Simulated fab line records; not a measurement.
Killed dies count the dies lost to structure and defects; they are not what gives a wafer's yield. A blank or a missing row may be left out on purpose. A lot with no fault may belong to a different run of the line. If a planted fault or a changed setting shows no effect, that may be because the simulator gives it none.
Which tool was responsible?	flow n5-finfet	72 wafers from 24 lots sampled at 5 of the route's 1938 steps

== WHAT THE GAUGES SHOWED, per wafer ==
N5_BEOL_M1_THK_MEAS_53: measures by xrf.
lot	measured	on	M1_THK (nm)
L074	day 6 18:20	film-metro-01	39.4 40.9 42.9
L075	day 6 21:15	film-metro-02	42.4 41.7 42.7
L076	day 6 21:22	film-metro-02	38.3 38.5 41.4
L077	day 7 02:56	film-metro-02	38.9 40.9 41.6
L078	day 7 04:38	film-metro-02	37.0 37.4 36.4
L079	day 7 19:02	film-metro-01	38.7 38.7 39.3
L080	day 7 21:49	film-metro-01	39.1 40.2 41.7
L081	day 8 03:57	film-metro-02	39.4 40.2 39.7
L082	day 8 07:10	film-metro-01	38.5 37.3 37.3
L083	day 8 14:22	film-metro-01	37.0 38.9 38.6
L084	day 8 20:17	film-metro-02	40.6 39.7 41.4
L085	day 9 06:18	film-metro-01	38.7 37.8 41.3
L086	day 9 08:47	film-metro-02	38.6 38.8 40.4
L087	day 9 21:10	film-metro-02	38.7 39.9 40.1
L088	day 9 23:34	film-metro-01	40.6 40.0 42.0
L090	day 10 06:45	film-metro-02	41.6 40.2 40.5
L089	day 10 07:14	film-metro-01	38.3 40.5 39.6
L091	day 10 13:11	film-metro-01	37.5 39.1 37.9
L092	day 11 00:34	film-metro-02	38.4 36.6 37.2
L093	day 11 05:15	film-metro-02	39.3 41.4 41.3
L094	day 11 10:52	film-metro-02	38.7 39.3 40.6
L095	day 11 15:44	film-metro-02	39.5 38.5 41.0
L096	day 11 16:45	film-metro-02	39.1 40.3 39.1
L097	day 12 02:41	film-metro-02	39.9 40.2 41.3

== WHAT TOOL EACH LOT RAN ON (gives the tool, then ch and the chambers of the sampled wafers, and finally the start) ==
lot	N5_BEOL_M0_ANNEAL_133	N5_BEOL_M1_ILD_DEP_00	N5_BEOL_M1_ETCHBACK_99	N5_BEOL_M1_ANNEAL_51
L074	pvd-sputter-02, day 6 05:26	pecvd-02 ch 0,2, day 6 06:46	rie-diel-03 ch 2,3, day 6 14:11	rtp-anneal-01 ch 0, day 6 17:44
L075	pvd-sputter-03, day 6 10:48	pecvd-02 ch 0,1,2, day 6 12:07	rie-diel-03 ch 0,2,3, day 6 16:58	rtp-anneal-01 ch 0, day 6 20:48
L076	pvd-sputter-01, day 6 13:04	pecvd-01 ch 0,1,2, day 6 14:20	rie-diel-01 ch 1,2,3, day 6 16:57	rtp-anneal-02 ch 0, day 6 20:49
L077	pvd-sputter-01, day 6 17:28	pecvd-01 ch 0,1, day 6 18:47	rie-diel-03 ch 0,1,2, day 6 23:02	rtp-anneal-02 ch 0, day 7 02:20
L078	pvd-sputter-03, day 6 19:08	pecvd-04 ch 0,2, day 6 20:26	rie-diel-03 ch 0,1,2, day 7 00:08	rtp-anneal-02 ch 0, day 7 04:02
L079	pvd-sputter-03, day 7 06:52	pecvd-01 ch 0,1, day 7 08:10	rie-diel-03 ch 0,1,3, day 7 13:05	rtp-anneal-02 ch 0, day 7 18:26
L080	pvd-sputter-01, day 7 08:49	pecvd-04 ch 1,2, day 7 10:44	rie-diel-03 ch 0,1,3, day 7 17:49	rtp-anneal-01 ch 0, day 7 21:17
L081	pvd-sputter-03, day 7 19:11	pecvd-01 ch 1,2, day 7 20:28	rie-diel-01 ch 0,2, day 7 23:54	rtp-anneal-01 ch 0, day 8 03:24
L082	pvd-sputter-02, day 7 21:13	pecvd-04 ch 0,1,2, day 7 22:36	rie-diel-01 ch 1,2,3, day 8 02:46	rtp-anneal-01 ch 0, day 8 06:40
L083	pvd-sputter-02, day 8 04:02	pecvd-02 ch 0,1, day 8 05:20	rie-diel-01 ch 1,2,3, day 8 09:57	rtp-anneal-01 ch 0, day 8 13:49
L084	pvd-sputter-01, day 8 09:32	pecvd-04 ch 1,2, day 8 10:50	rie-diel-04 ch 0,1,2, day 8 15:37	rtp-anneal-02 ch 0, day 8 19:44
L085	pvd-sputter-03, day 8 19:46	pecvd-01 ch 0,1,2, day 8 21:03	rie-diel-04 ch 0,2,3, day 9 01:47	rtp-anneal-01 ch 0, day 9 05:46
L086	pvd-sputter-02, day 8 21:54	pecvd-04 ch 0,2, day 8 23:37	rie-diel-03 ch 0,2,3, day 9 04:43	rtp-anneal-01 ch 0, day 9 08:11
L087	pvd-sputter-03, day 9 04:16	pecvd-04 ch 0,1,2, day 9 05:35	rie-diel-03 ch 0,1, day 9 15:32	rtp-anneal-01 ch 0, day 9 20:33
L088	pvd-sputter-03, day 9 11:56	pecvd-04 ch 1,2, day 9 13:14	rie-diel-04 ch 1,2, day 9 19:16	rtp-anneal-01 ch 0, day 9 22:58
L090	pvd-sputter-03, day 9 21:14	pecvd-02 ch 0,2, day 9 22:57	rie-diel-04 ch 1,2, day 10 02:22	rtp-anneal-02 ch 0, day 10 06:12
L089	pvd-sputter-03, day 9 21:52	pecvd-02 ch 0,2, day 9 23:08	rie-diel-01 ch 1,2,3, day 10 02:37	rtp-anneal-01 ch 0, day 10 06:38
L091	pvd-sputter-01, day 10 03:55	pecvd-04 ch 0,1, day 10 05:28	rie-diel-01 ch 0,1,2, day 10 08:52	rtp-anneal-01 ch 0, day 10 12:38
L092	pvd-sputter-02, day 10 09:58	pecvd-04 ch 0,1,2, day 10 11:18	rie-diel-03 ch 0,2,3, day 10 19:14	rtp-anneal-01 ch 0, day 10 23:58
L093	pvd-sputter-03, day 10 15:26	pecvd-04 ch 1,2, day 10 16:54	rie-diel-01 ch 0,3, day 11 01:23	rtp-anneal-01 ch 0, day 11 04:45
L094	pvd-sputter-03, day 10 23:31	pecvd-02 ch 0,1, day 11 00:50	rie-diel-04 ch 0,1,2, day 11 06:33	rtp-anneal-02 ch 0, day 11 10:16
L095	pvd-sputter-01, day 11 04:44	pecvd-01 ch 0,1,2, day 11 06:05	rie-diel-04 ch 1,2,3, day 11 11:46	rtp-anneal-02 ch 0, day 11 15:11
L096	pvd-sputter-02, day 11 07:36	pecvd-01 ch 0,1, day 11 09:01	rie-diel-03 ch 1,2,3, day 11 12:09	rtp-anneal-01 ch 0, day 11 16:03
L097	pvd-sputter-02, day 11 12:43	pecvd-04 ch 0,1, day 11 14:20	rie-diel-04 ch 0,1, day 11 20:58	rtp-anneal-02 ch 0, day 12 02:10
- N5_BEOL_M0_ANNEAL_133: time 60 s.
- N5_BEOL_M1_ILD_DEP_00: deposits SiOC from DEMS/O2, target thk 79 nm, time 15.3 s.
- N5_BEOL_M1_ETCHBACK_99: etches SiO2 in CHF3, target depth 5 nm, time 10.4 s.
- N5_BEOL_M1_ANNEAL_51: time 90 s.

== WHAT THE TOOLS THEMSELVES READ (means of the sampled wafers that have a number; where no wafer has one, the mark that the record gives instead) ==
N5_BEOL_M0_ANNEAL_133.
lot	tool	heater-power-w (W)
L074	pvd-sputter-02	853
L075	pvd-sputter-03	862
L076	pvd-sputter-01	793
L077	pvd-sputter-01	800
L078	pvd-sputter-03	836
L079	pvd-sputter-03	827
L080	pvd-sputter-01	804
L081	pvd-sputter-03	820
L082	pvd-sputter-02	849
L083	pvd-sputter-02	853
L084	pvd-sputter-01	778
L085	pvd-sputter-03	823
L086	pvd-sputter-02	959
L087	pvd-sputter-03	793
L088	pvd-sputter-03	834
L090	pvd-sputter-03	809
L089	pvd-sputter-03	832
L091	pvd-sputter-01	814
L092	pvd-sputter-02	924
L093	pvd-sputter-03	833
L094	pvd-sputter-03	864
L095	pvd-sputter-01	791
L096	pvd-sputter-02	911
L097	pvd-sputter-02	876

N5_BEOL_M1_ILD_DEP_00.
lot	tool	heater-power-w (W)	showerhead-plenum-p-Torr (Torr)	throttle-valve-pct (%)
L074	pecvd-02	457	5.672	11.8
L075	pecvd-02	418	5.685	11.9
L076	pecvd-01	502	5.710	12.2
L077	pecvd-01	464	5.694	12.5
L078	pecvd-04	466	5.693	11.7
L079	pecvd-01	539	5.708	13.1
L080	pecvd-04	561	5.711	12.3
L081	pecvd-01	538	5.711	12.9
L082	pecvd-04	532	5.700	12.0
L083	pecvd-02	398	5.674	11.7
L084	pecvd-04	590	5.708	12.0
L085	pecvd-01	507	5.701	12.3
L086	pecvd-04	498	5.695	11.7
L087	pecvd-04	550	5.709	12.1
L088	pecvd-04	498	5.706	12.2
L090	pecvd-02	487	5.682	11.9
L089	pecvd-02	497	5.688	12.0
L091	pecvd-04	560	5.709	12.4
L092	pecvd-04	517	5.709	12.0
L093	pecvd-04	585	5.701	12.0
L094	pecvd-02	425	5.672	11.7
L095	pecvd-01	481	5.709	12.3
L096	pecvd-01	495	5.696	12.4
L097	pecvd-04	516	5.716	12.5

N5_BEOL_M1_ETCHBACK_99.
lot	tool	drypump-motor-current-A (A)	oes-product-au (a.u.)	rf-vpp-V (V)	showerhead-plenum-p-Torr (Torr)	throttle-valve-pct (%)
L074	rie-diel-03	6.0	0.72	248	2.18	17.18
L075	rie-diel-03	5.6	0.76	246	2.16	17.01
L076	rie-diel-01	5.9	0.88	239	2.11	16.92
L077	rie-diel-03	5.3	0.78	245	2.13	16.97
L078	rie-diel-03	5.3	0.78	244	2.13	16.98
L079	rie-diel-03	5.5	0.78	245	2.19	16.91
L080	rie-diel-03	5.5	0.78	245	2.19	16.92
L081	rie-diel-01	5.2	0.92	239	2.16	16.74
L082	rie-diel-01	5.9	0.86	239	2.11	16.94
L083	rie-diel-01	5.9	0.85	240	2.11	16.94
L084	rie-diel-04	6.0	0.78	247	2.20	17.33
L085	rie-diel-04	6.0	0.76	247	2.16	17.41
L086	rie-diel-03	5.6	0.75	245	2.15	17.03
L087	rie-diel-03	5.2	0.77	244	2.16	16.90
L088	rie-diel-04	6.0	0.83	251	2.21	17.19
L090	rie-diel-04	6.2	0.80	250	2.19	17.18
L089	rie-diel-01	5.9	0.83	239	2.10	16.97
L091	rie-diel-01	5.3	0.83	237	2.12	16.93
L092	rie-diel-03	5.6	0.74	245	2.15	17.06
L093	rie-diel-01	5.8	0.85	241	2.13	16.97
L094	rie-diel-04	6.0	0.85	246	2.20	17.21
L095	rie-diel-04	6.3	0.77	248	2.15	17.27
L096	rie-diel-03	5.7	0.71	246	2.14	17.22
L097	rie-diel-04	6.2	0.82	245	2.19	17.20

N5_BEOL_M1_ANNEAL_51.
lot	tool	wafer_temp_C_max
L074	rtp-anneal-01	226.2
L075	rtp-anneal-01	226.8
L076	rtp-anneal-02	226.0
L077	rtp-anneal-02	226.2
L078	rtp-anneal-02	226.0
L079	rtp-anneal-02	226.0
L080	rtp-anneal-01	226.6
L081	rtp-anneal-01	226.8
L082	rtp-anneal-01	226.5
L083	rtp-anneal-01	226.8
L084	rtp-anneal-02	226.2
L085	rtp-anneal-01	226.9
L086	rtp-anneal-01	226.9
L087	rtp-anneal-01	226.5
L088	rtp-anneal-01	226.7
L090	rtp-anneal-02	225.9
L089	rtp-anneal-01	226.2
L091	rtp-anneal-01	226.6
L092	rtp-anneal-01	226.4
L093	rtp-anneal-01	226.8
L094	rtp-anneal-02	226.2
L095	rtp-anneal-02	226.3
L096	rtp-anneal-01	226.8
L097	rtp-anneal-02	226.1

== THE ANSWER, worked out from the rows above alone ==
Rule: the lots themselves supply what counts as usual. Put in order of their means at a reading, lots are off if they are a third of the lots or fewer, leave a main group of 4 or more, and stand apart from it by a gap of 3 or more times the standard deviation of the main group's means; of several such gaps the widest counts. The tables above print the reading to a certain number of digits; a main group whose means all agree to those digits is not used. A lot without any number at a reading at which 4 lots or more have one is off too. The other lots that the step has rows for count as sound. After the gauges, taken in route order, come the tools' own readings; for these a lot's mean is taken, as printed above. At the first step where some lot is off, the reading lying furthest off is the one used; lots without a number count as furthest.
None of the lots is off at any reading shown; this tells nothing.

== WHAT WAS PUT IN BY THE SIMULATOR ==
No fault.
